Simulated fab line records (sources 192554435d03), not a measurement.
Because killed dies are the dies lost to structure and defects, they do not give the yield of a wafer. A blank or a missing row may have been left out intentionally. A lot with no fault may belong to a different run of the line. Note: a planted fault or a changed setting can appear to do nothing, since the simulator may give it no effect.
Matching of chambers -- flow n5 finfet -- N5_SD_EPI_N_ETCH_45 on rie diel-03 has 4 sister chambers
The step etches SiOCN in CH3F/O2, target depth 6 nm. 4 wafers are shown with their chamber, then 7 later ones without.

== WAFERS PAIRED WITH THEIR CHAMBERS ==
wafer,chamber,throttle valve pct (%)
L079.4,3,23.58
L079.5,0,23.54
L084.4,2,22.96
L084.5,1,22.82

== WAFERS MISSING THEIR CHAMBER ==
wafer,throttle valve pct (%)
L084.6,22.98
L085.2,22.86
L085.4,22.96
L085.5,22.85
L089.1,22.87
L089.3,23.63
L089.6,22.97

== WHICH CHAMBER EACH ONE RAN IN ==
wafer,from the rows above,in truth
L084.6,2,2
L085.2,can't be placed: 1 or 2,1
L085.4,2,2
L085.5,1,1
L089.1,can't be placed: 1 or 2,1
L089.3,can't be placed: 3 or 0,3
L089.6,2,2
Placed correctly: 4 of 7. These rows do not allow placing 3 (true chamber among the candidates in 3). Number placed wrongly: 0.
How it was worked out, from the rows above alone: a wafer's distance from a chamber is the root of the sum, over the readings, of the square of ((its reading less the chamber's mean) divided by the reading's scatter). The wafer belongs to the nearest chamber; if the next one is less than 2 further off, it can't be placed. For every chamber, the mean is computed from those of its wafers that are shown. The scatter: with one shown wafer a chamber, the root of the mean of the squares of how far each hidden wafer lies from its nearest shown one.
